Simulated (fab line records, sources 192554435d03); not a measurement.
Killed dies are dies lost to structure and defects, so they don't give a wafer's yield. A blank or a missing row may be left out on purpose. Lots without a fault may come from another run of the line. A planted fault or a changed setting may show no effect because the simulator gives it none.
Which tool did it? | flow n5_finfet | 23 lots, 69 wafers sampled, at 6 steps of a route of 1938

WHAT THE GAUGES READ, wafer by wafer
The record holds no reading of a measuring or inspecting step that can be judged against a usual standard deviation.

WHICH TOOL RAN EACH LOT (tool, then ch and the chambers of the sampled wafers, then the start)
lot  | N5_BEOL_M3_ILD_DEP_00           | N5_BEOL_M3_ETCH_64                 | N5_BEOL_M3_HM_OPEN_17             | N5_BEOL_M3_ETCH_77                 | N5_BEOL_M3_STRIP_97                           | N5_BEOL_M3_ANNEAL_89
L074 | pecvd-04 ch 0,2, day 7 01:19    | rie_diel-06 ch 0,1,3, day 7 02:46  | rie_metal-03 ch 0,1, day 7 02:55  | rie_diel-05 ch 1,2, day 7 03:35    | rie_diel-02 ch 1,2, day 7 14:28 or earlier    | pvd_sputter-03, day 7 14:28
L075 | pecvd-02 ch 0,1, day 7 06:13    | rie_diel-05 ch 0,1,2, day 7 07:25  | rie_metal-02 ch 0,1, day 7 07:34  | rie_diel-06 ch 1,2, day 7 08:22    | rie_diel-05 ch 0,1,2, day 8 08:37 or earlier  | pvd_sputter-02, day 8 08:37
L076 | pecvd-03 ch 0,1, day 7 10:01    | rie_diel-02 ch 0,1,3, day 7 13:05  | rie_metal-02 ch 0,1, day 7 13:16  | rie_diel-02 ch 0,1,3, day 7 14:02  | rie_diel-02 ch 1,2,3, day 8 00:02 or earlier  | pvd_sputter-03, day 8 00:02
L077 | pecvd-04 ch 0,1,2, day 8 00:34  | rie_diel-02 ch 0,3, day 8 01:56    | rie_metal-03 ch 1, day 8 02:06    | rie_diel-06 ch 1,2, day 8 02:46    | rie_diel-06 ch 0,3, day 8 11:35 or earlier    | pvd_sputter-01, day 8 11:35
L078 | pecvd-03 ch 0,1,2, day 8 07:12  | rie_diel-06 ch 0,1,3, day 8 09:47  | rie_metal-01 ch 0,1, day 8 09:57  | rie_diel-06 ch 0,1,3, day 8 11:04  | rie_diel-06 ch 0,1,3, day 8 14:15 or earlier  | pvd_sputter-02, day 8 14:15
L079 | pecvd-04 ch 0,1, day 8 22:19    | rie_diel-02 ch 0,1,2, day 9 01:01  | rie_metal-01 ch 0, day 9 01:12    | rie_diel-05 ch 1,3, day 9 01:52    | rie_diel-05 ch 0,1,3, day 9 05:19 or earlier  | pvd_sputter-02, day 9 05:19
L082 | pecvd-03 ch 0,1, day 9 01:31    | rie_diel-05 ch 0,1,3, day 9 04:05  | rie_metal-03 ch 0, day 9 04:14    | rie_diel-06 ch 1,2, day 9 05:01    | rie_diel-06 ch 1,2, day 9 10:08 or earlier    | pvd_sputter-01, day 9 10:08
L081 | pecvd-04 ch 0,1,2, day 9 04:16  | rie_diel-06 ch 0,2,3, day 9 06:38  | rie_metal-03 ch 0, day 9 06:48    | rie_diel-02 ch 1,2, day 9 07:41    | rie_diel-02 ch 0,1, day 9 18:36 or earlier    | pvd_sputter-03, day 9 18:36
L083 | pecvd-02 ch 0,2, day 9 05:53    | rie_diel-05 ch 0,1, day 9 07:03    | rie_metal-01 ch 0,1, day 9 07:13  | rie_diel-06 ch 0,1,2, day 9 08:02  | rie_diel-06 ch 0,1,2, day 9 21:40 or earlier  | pvd_sputter-03, day 9 21:40
L084 | pecvd-02 ch 0,1,2, day 9 10:10  | rie_diel-02 ch 0,1,2, day 9 12:29  | rie_metal-01 ch 0,1, day 9 12:39  | rie_diel-06 ch 0,3, day 9 13:34    | rie_diel-05 ch 0,1,2, day 9 21:26 or earlier  | pvd_sputter-01, day 9 21:26
L085 | pecvd-03 ch 0,1,2, day 10 00:59 | rie_diel-05 ch 0,2, day 10 08:09   | rie_metal-01 ch 0,1, day 10 08:20 | rie_diel-05 ch 0,3, day 10 10:08   | rie_diel-06 ch 0,1,2, day 10 13:13 or earlier | pvd_sputter-01, day 10 13:13
L087 | pecvd-03 ch 0,1, day 10 12:41   | rie_diel-05 ch 1,3, day 10 15:41   | rie_metal-03 ch 1, day 10 15:51   | rie_diel-05 ch 0,1,2, day 10 16:44 | rie_diel-05 ch 0,1, day 11 01:23 or earlier   | pvd_sputter-03, day 11 01:23
L086 | pecvd-03 ch 0,1,2, day 10 16:35 | rie_diel-02 ch 1,3, day 10 17:47   | rie_metal-02 ch 0,1, day 10 17:59 | rie_diel-06 ch 0,1,2, day 10 18:56 | rie_diel-06 ch 1,2,3, day 11 02:50 or earlier | pvd_sputter-01, day 11 02:50
L088 | pecvd-04 ch 0,1,2, day 10 17:56 | rie_diel-06 ch 1,3, day 10 19:20   | rie_metal-02 ch 0,1, day 10 19:30 | rie_diel-06 ch 1,3, day 10 20:24   | rie_diel-05 ch 0,1, day 11 06:55 or earlier   | pvd_sputter-01, day 11 06:55
L089 | pecvd-02 ch 0,2, day 11 00:21   | rie_diel-02 ch 1,3, day 11 04:01   | rie_metal-01 ch 0,1, day 11 04:11 | rie_diel-02 ch 0,1,3, day 11 05:28 | rie_diel-02 ch 0,3, day 11 09:23 or earlier   | pvd_sputter-02, day 11 09:23
L090 | pecvd-04 ch 0,1, day 11 04:05   | rie_diel-06 ch 0,3, day 11 05:34   | rie_metal-03 ch 0,1, day 11 05:43 | rie_diel-02 ch 1,3, day 11 06:30   | rie_diel-06 ch 0,2,3, day 11 09:32 or earlier | pvd_sputter-03, day 11 09:32
L091 | pecvd-03 ch 0,1, day 11 08:24   | rie_diel-06 ch 0,2,3, day 11 11:02 | rie_metal-01 ch 1, day 11 11:13   | rie_diel-02 ch 0,1,3, day 11 11:52 | rie_diel-05 ch 0,1,3, day 11 18:07 or earlier | pvd_sputter-03, day 11 18:07
L092 | pecvd-04 ch 0,1,2, day 11 13:08 | rie_diel-06 ch 2,3, day 11 15:43   | rie_metal-01 ch 0,1, day 11 15:53 | rie_diel-06 ch 0,1,2, day 11 16:34 | rie_diel-06 ch 0,1, day 11 21:16 or earlier   | pvd_sputter-01, day 11 21:16
L093 | pecvd-04 ch 0,2, day 11 19:22   | rie_diel-06 ch 1,3, day 11 23:23   | rie_metal-02 ch 0, day 11 23:33   | rie_diel-05 ch 1,2, day 12 01:07   | rie_diel-06 ch 0,2,3, day 12 15:29 or earlier | pvd_sputter-02, day 12 15:29
L094 | pecvd-03 ch 1,2, day 11 22:22   | rie_diel-05 ch 2,3, day 12 00:24   | rie_metal-03 ch 0, day 12 00:34   | rie_diel-05 ch 1,2,3, day 12 01:28 | rie_diel-02 ch 1, day 12 21:59 or earlier     | pvd_sputter-03, day 12 21:59
L095 | pecvd-02 ch 1,2, day 12 03:29   | rie_diel-06 ch 0,3, day 12 06:55   | rie_metal-03 ch 0,1, day 12 07:06 | rie_diel-06 ch 0,2,3, day 12 09:15 | rie_diel-06 ch 0,3, day 12 20:08 or earlier   | pvd_sputter-03, day 12 20:08
L096 | pecvd-03 ch 0,2, day 12 07:55   | rie_diel-02 ch 0,1, day 12 09:29   | rie_metal-01 ch 0, day 12 09:40   | rie_diel-06 ch 1,2,3, day 12 10:19 | rie_diel-02 ch 0,3, day 13 01:11 or earlier   | pvd_sputter-03, day 13 01:11
L097 | pecvd-03 ch 0,1,2, day 13 05:22 | rie_diel-06 ch 0,2,3, day 13 06:18 | rie_metal-02 ch 0,1, day 13 06:28 | rie_diel-02 ch 0,1,3, day 13 07:23 | rie_diel-06 ch 0,2,3, day 13 15:52 or earlier | pvd_sputter-03, day 13 15:52
- N5_BEOL_M3_ILD_DEP_00: deposits SiOC from DEMS/O2, target thk 79 nm, time 15.3 s.
- N5_BEOL_M3_ETCH_64: etches SOC in N2/H2, target depth 75 nm, overetch 15 nm, time 112.5 s.
- N5_BEOL_M3_HM_OPEN_17: chemistry Cl2/BCl3, target TiN, target depth 20 nm, overetch 6 nm.
- N5_BEOL_M3_ETCH_77: etches underlayer in N2/H2, target depth 6.5 nm, time 5.2 s.
- N5_BEOL_M3_STRIP_97: strips in N2/H2, time 10 s.
- N5_BEOL_M3_ANNEAL_89: time 240 s.

WHAT THE TOOLS THEMSELVES READ (means of the sampled wafers that have a number; where no wafer has one, the mark that the record gives instead)
N5_BEOL_M3_ILD_DEP_00. Usual: heater_power_w 443 W, standard deviation 55; showerhead_plenum_p_Torr 5.696 Torr, standard deviation 0.02; throttle_valve_pct 11.7 %, standard deviation 0.74.
lot  | tool     | heater_power_w (W) | showerhead_plenum_p_Torr (Torr) | throttle_valve_pct (%) | flag
L074 | pecvd-04 | 422                | 5.688                           | 12.6                   |
L075 | pecvd-02 | 493                | 5.692                           | 12.5                   |
L076 | pecvd-03 | 424                | 5.696                           | 11.1                   |
L077 | pecvd-04 | 409                | 5.687                           | 12.2                   |
L078 | pecvd-03 | 432                | 5.699                           | 11.2                   |
L079 | pecvd-04 | 441                | 5.706                           | 12.3                   |
L082 | pecvd-03 | 433                | 5.707                           | 11.1                   |
L081 | pecvd-04 | 435                | 5.694                           | 12.1                   |
L083 | pecvd-02 | 470                | 5.668                           | 11.9                   |
L084 | pecvd-02 | 476                | 5.679                           | 11.9                   |
L085 | pecvd-03 | 420                | 5.708                           | 11.1                   |
L087 | pecvd-03 | 408                | 5.701                           | 11.1                   |
L086 | pecvd-03 | 416                | 5.707                           | 11.4                   |
L088 | pecvd-04 | 439                | 5.693                           | 12.2                   |
L089 | pecvd-02 | 434                | 5.679                           | 12.5                   |
L090 | pecvd-04 | 495                | 5.693                           | 12.9                   |
L091 | pecvd-03 | 426                | 5.706                           | 11.1                   |
L092 | pecvd-04 | 481                | 5.696                           | 12.3                   |
L093 | pecvd-04 | 461                | 5.686                           | 12.9                   |
L094 | pecvd-03 | 413                | 5.701                           | 11.1                   |
L095 | pecvd-02 | 449                | 5.682                           | 11.7                   |
L096 | pecvd-03 | 430                | 5.705                           | 11.5                   |
L097 | pecvd-03 | 419                | 5.705                           | 11.4                   |

N5_BEOL_M3_ETCH_64. Usual: drypump_motor_current_A 5.9 A, standard deviation 0.38; oes_product_au 0.62 a.u., standard deviation 0.06; rf_vpp_V 522.7 V, standard deviation 2.7; showerhead_plenum_p_Torr 2.50 Torr, standard deviation 0.11; throttle_valve_pct 17.77 %, standard deviation 0.3.
lot  | tool        | drypump_motor_current_A (A) | oes_product_au (a.u.) | rf_vpp_V (V) | showerhead_plenum_p_Torr (Torr) | throttle_valve_pct (%) | flag
L074 | rie_diel-06 | 6.2                         | 0.69                  | 522.7        | 2.50                            | 17.70                  |
L075 | rie_diel-05 | 5.7                         | 0.62                  | 520.0        | 2.41                            | 17.73                  |
L076 | rie_diel-02 | 5.8                         | 0.60                  | 522.5        | 2.45                            | 17.62                  |
L077 | rie_diel-02 | 5.9                         | 0.64                  | 522.2        | 2.47                            | 17.57                  |
L078 | rie_diel-06 | 6.1                         | 0.67                  | 522.0        | 2.50                            | 17.73                  |
L079 | rie_diel-02 | 5.6                         | 0.60                  | 524.5        | 2.53                            | 17.78                  |
L082 | rie_diel-05 | 5.7                         | 0.62                  | 523.3        | 2.51                            | 17.93                  |
L081 | rie_diel-06 | 6.1                         | 0.67                  | 524.7        | 2.58                            | 17.64                  |
L083 | rie_diel-05 | 5.5                         | 0.64                  | 520.9        | 2.45                            | 17.67                  |
L084 | rie_diel-02 | 5.6                         | 0.60                  | 523.3        | 2.53                            | 17.78                  |
L085 | rie_diel-05 | 5.7                         | 0.65                  | 521.0        | 2.42                            | 17.43                  |
L087 | rie_diel-05 | 5.6                         | 0.57                  | 522.1        | 2.49                            | 18.29                  |
L086 | rie_diel-02 | 6.1                         | 0.58                  | 520.3        | 2.40                            | 17.67                  |
L088 | rie_diel-06 | 6.0                         | 0.61                  | 521.0        | 2.43                            | 17.86                  |
L089 | rie_diel-02 | 6.1                         | 0.61                  | 521.3        | 2.42                            | 17.62                  |
L090 | rie_diel-06 | 6.4                         | 0.70                  | 522.5        | 2.52                            | 17.50                  |
L091 | rie_diel-06 | 6.1                         | 0.66                  | 523.7        | 2.57                            | 17.66                  |
L092 | rie_diel-06 | 6.1                         | 0.67                  | 523.5        | 2.55                            | 17.51                  |
L093 | rie_diel-06 | 6.0                         | 0.60                  | 521.5        | 2.43                            | 17.87                  |
L094 | rie_diel-05 | 6.0                         | 0.60                  | 522.8        | 2.54                            | 17.99                  |
L095 | rie_diel-06 | 6.3                         | 0.68                  | 524.4        | 2.54                            | 17.68                  |
L096 | rie_diel-02 | 5.7                         | 0.55                  | 521.8        | 2.42                            | 17.73                  |
L097 | rie_diel-06 | 6.1                         | 0.64                  | 524.1        | 2.57                            | 17.69                  |

N5_BEOL_M3_HM_OPEN_17. Usual: drypump_motor_current_A 5.8 A, standard deviation 0.43; oes_product_au 0.67 a.u., standard deviation 0.094; throttle_valve_pct 21.81 %, standard deviation 0.3.
lot  | tool         | drypump_motor_current_A (A) | oes_product_au (a.u.) | throttle_valve_pct (%) | flag
L074 | rie_metal-03 | 6.2                         | 0.51                  | 22.28                  |
L075 | rie_metal-02 | 5.6                         | 0.74                  | 21.47                  |
L076 | rie_metal-02 | 5.3                         | 0.70                  | 21.53                  |
L077 | rie_metal-03 | 6.2                         | 0.51                  | 22.44                  |
L078 | rie_metal-01 | 5.5                         | 0.68                  | 21.81                  |
L079 | rie_metal-01 | 5.8                         | 0.72                  | 21.50                  |
L082 | rie_metal-03 | 6.2                         | 0.52                  | 22.19                  |
L081 | rie_metal-03 | 6.2                         | 0.51                  | 22.20                  |
L083 | rie_metal-01 | 5.5                         | 0.69                  | 21.78                  |
L084 | rie_metal-01 | 5.5                         | 0.68                  | 21.80                  |
L085 | rie_metal-01 | 5.5                         | 0.67                  | 21.82                  |
L087 | rie_metal-03 | 6.2                         | 0.79                  | 21.97                  |
L086 | rie_metal-02 | 5.6                         | 0.69                  | 21.51                  |
L088 | rie_metal-02 | 5.3                         | 0.68                  | 21.53                  |
L089 | rie_metal-01 | 5.6                         | 0.71                  | 21.65                  |
L090 | rie_metal-03 | 6.2                         | 0.83                  | 21.78                  |
L091 | rie_metal-01 | 5.3                         | 0.66                  | 21.95                  |
L092 | rie_metal-01 | 5.5                         | 0.67                  | 21.80                  |
L093 | rie_metal-02 | 5.9                         | 0.71                  | 21.47                  |
L094 | rie_metal-03 | 6.2                         | 0.82                  | 21.70                  |
L095 | rie_metal-03 | 6.2                         | 0.80                  | 21.79                  |
L096 | rie_metal-01 | 5.8                         | 0.71                  | 21.50                  |
L097 | rie_metal-02 | 5.6                         | 0.68                  | 21.53                  |

N5_BEOL_M3_ETCH_77. Usual: drypump_motor_current_A 5.9 A, standard deviation 0.36; etch_rf_on_time_s 5.16 s, standard deviation 0.23; oes_product_au 0.67 a.u., standard deviation 0.069; rf_vpp_V 522.8 V, standard deviation 3; showerhead_plenum_p_Torr 2.50 Torr, standard deviation 0.11; throttle_valve_pct 17.8 %, standard deviation 0.31.
lot  | tool        | drypump_motor_current_A (A) | etch_rf_on_time_s (s) | oes_product_au (a.u.) | rf_vpp_V (V) | showerhead_plenum_p_Torr (Torr) | throttle_valve_pct (%) | flag
L074 | rie_diel-05 | 5.6                         | 4.96                  | 0.63                  | 520.8        | 2.40                            | 18.1                   |
L075 | rie_diel-06 | 5.7                         | 5.27                  | 0.63                  | 524.5        | 2.58                            | 17.9                   |
L076 | rie_diel-02 | 5.8                         | 5.03                  | 0.67                  | 521.4        | 2.45                            | 17.6                   |
L077 | rie_diel-06 | 5.7                         | 5.26                  | 0.63                  | 523.9        | 2.58                            | 17.9                   |
L078 | rie_diel-06 | 6.2                         | 5.25                  | 0.72                  | 521.7        | 2.50                            | 17.7                   |
L079 | rie_diel-05 | 5.7                         | 5.07                  | 0.62                  | 522.0        | 2.49                            | 18.3                   |
L082 | rie_diel-06 | 5.6                         | 5.28                  | 0.61                  | 525.5        | 2.58                            | 18.0                   |
L081 | rie_diel-02 | 5.8                         | 5.08                  | 0.68                  | 524.5        | 2.59                            | 17.9                   |
L083 | rie_diel-06 | 5.9                         | 5.39                  | 0.65                  | 525.1        | 2.55                            | 17.9                   |
L084 | rie_diel-06 | 6.4                         | 5.13                  | 0.77                  | 523.2        | 2.53                            | 17.5                   |
L085 | rie_diel-05 | 5.8                         | 5.28                  | 0.68                  | 523.8        | 2.59                            | 17.9                   |
L087 | rie_diel-05 | 5.7                         | 5.03                  | 0.66                  | 519.3        | 2.40                            | 17.8                   |
L086 | rie_diel-06 | 5.9                         | 5.40                  | 0.65                  | 524.6        | 2.54                            | 17.9                   |
L088 | rie_diel-06 | 6.2                         | 5.01                  | 0.73                  | 521.4        | 2.46                            | 17.6                   |
L089 | rie_diel-02 | 5.8                         | 4.95                  | 0.65                  | 521.8        | 2.44                            | 17.7                   |
L090 | rie_diel-02 | 6.1                         | 4.94                  | 0.67                  | 521.1        | 2.42                            | 17.7                   |
L091 | rie_diel-02 | 5.8                         | 5.01                  | 0.64                  | 522.1        | 2.44                            | 17.7                   |
L092 | rie_diel-06 | 5.9                         | 5.39                  | 0.64                  | 522.8        | 2.54                            | 18.0                   |
L093 | rie_diel-05 | 5.7                         | 4.99                  | 0.61                  | 519.4        | 2.38                            | 18.2                   |
L094 | rie_diel-05 | 5.8                         | 5.21                  | 0.62                  | 520.8        | 2.46                            | 18.1                   |
L095 | rie_diel-06 | 6.1                         | 5.38                  | 0.69                  | 524.4        | 2.57                            | 17.7                   |
L096 | rie_diel-06 | 5.9                         | 5.22                  | 0.66                  | 522.7        | 2.51                            | 17.8                   |
L097 | rie_diel-02 | 5.8                         | 5.04                  | 0.63                  | 521.1        | 2.44                            | 17.7                   |

N5_BEOL_M3_STRIP_97. Usual: drypump_motor_current_A 5.9 A, standard deviation 0.37; oes_product_au 0.79 a.u., standard deviation 0.073; rf_vpp_V 59.0 V, standard deviation 0.9; showerhead_plenum_p_Torr 2.50 Torr, standard deviation 0.11; throttle_valve_pct 23.6 %, standard deviation 0.33.
lot  | tool        | drypump_motor_current_A (A) | oes_product_au (a.u.) | rf_vpp_V (V) | showerhead_plenum_p_Torr (Torr) | throttle_valve_pct (%) | flag
L074 | rie_diel-02 | 5.9                         | 0.75                  | 58.1         | 2.49                            | 23.6                   |
L075 | rie_diel-05 | 5.7                         | 0.78                  | 59.1         | 2.41                            | 23.6                   |
L076 | rie_diel-02 | 6.0                         | 0.79                  | 59.8         | 2.51                            | 23.6                   |
L077 | rie_diel-06 | 6.4                         | 0.92                  | 59.6         | 2.53                            | 23.4                   |
L078 | rie_diel-06 | 6.2                         | 0.85                  | 59.1         | 2.49                            | 23.6                   |
L079 | rie_diel-05 | 5.7                         | 0.79                  | 58.6         | 2.51                            | 23.8                   |
L082 | rie_diel-06 | 5.7                         | 0.73                  | 58.5         | 2.49                            | 23.9                   |
L081 | rie_diel-02 | 5.5                         | 0.72                  | 59.4         | 2.47                            | 23.4                   |
L083 | rie_diel-06 | 5.9                         | 0.78                  | 59.1         | 2.54                            | 23.8                   |
L084 | rie_diel-05 | 5.7                         | 0.77                  | 58.1         | 2.40                            | 23.6                   |
L085 | rie_diel-06 | 5.9                         | 0.78                  | 59.2         | 2.54                            | 23.8                   |
L087 | rie_diel-05 | 5.5                         | 0.75                  | 59.4         | 2.42                            | 23.9                   |
L086 | rie_diel-06 | 5.9                         | 0.78                  | 59.3         | 2.52                            | 23.7                   |
L088 | rie_diel-05 | 5.5                         | 0.80                  | 57.7         | 2.44                            | 23.5                   |
L089 | rie_diel-02 | 5.6                         | 0.76                  | 59.2         | 2.49                            | 23.4                   |
L090 | rie_diel-06 | 6.1                         | 0.83                  | 58.8         | 2.57                            | 23.6                   |
L091 | rie_diel-05 | 5.7                         | 0.78                  | 59.1         | 2.50                            | 23.8                   |
L092 | rie_diel-06 | 6.0                         | 0.75                  | 58.6         | 2.45                            | 23.9                   |
L093 | rie_diel-06 | 6.1                         | 0.82                  | 59.2         | 2.56                            | 23.6                   |
L094 | rie_diel-02 | 6.0                         | 0.67                  | 58.7         | 2.37                            | 23.5                   |
L095 | rie_diel-06 | 6.4                         | 0.85                  | 59.5         | 2.51                            | 23.4                   |
L096 | rie_diel-02 | 5.9                         | 0.79                  | 58.7         | 2.45                            | 23.5                   |
L097 | rie_diel-06 | 6.1                         | 0.80                  | 60.0         | 2.56                            | 23.6                   |

N5_BEOL_M3_ANNEAL_89. Usual: heater_power_w 842 W, standard deviation 99.
lot  | tool           | heater_power_w (W) | flag
L074 | pvd_sputter-03 | 890                |
L075 | pvd_sputter-02 | 790                |
L076 | pvd_sputter-03 | 950                |
L077 | pvd_sputter-01 | 790                |
L078 | pvd_sputter-02 | 817                |
L079 | pvd_sputter-02 | 837                |
L082 | pvd_sputter-01 | 802                |
L081 | pvd_sputter-03 | 888                |
L083 | pvd_sputter-03 | 936                |
L084 | pvd_sputter-01 | 780                |
L085 | pvd_sputter-01 | 731                |
L087 | pvd_sputter-03 | 893                |
L086 | pvd_sputter-01 | 851                |
L088 | pvd_sputter-01 | 789                |
L089 | pvd_sputter-02 | 808                |
L090 | pvd_sputter-03 | 922                |
L091 | pvd_sputter-03 | 938                |
L092 | pvd_sputter-01 | 707                |
L093 | pvd_sputter-02 | 817                |
L094 | pvd_sputter-03 | 883                |
L095 | pvd_sputter-03 | 934                |
L096 | pvd_sputter-03 | 922                |
L097 | pvd_sputter-03 | 926                |

THE ANSWER, worked out from the rows above alone
Rule: a lot is off if the mean of its wafers that have a number lies more than 3 standard deviations from the usual mean. A lot without any number at a reading at which 4 lots or more have one is off too. The other lots that the step has rows for count as sound. The gauges are gone through in route order, then the tools' own readings, and for those a lot's mean is taken as printed above. The first step at which some lot is off is used, and at that step the reading that is off furthest; a lot without a number counts as furthest.
No lot is off at any reading shown: from this, nothing can be told.

WHAT THE SIMULATOR HAD PUT IN
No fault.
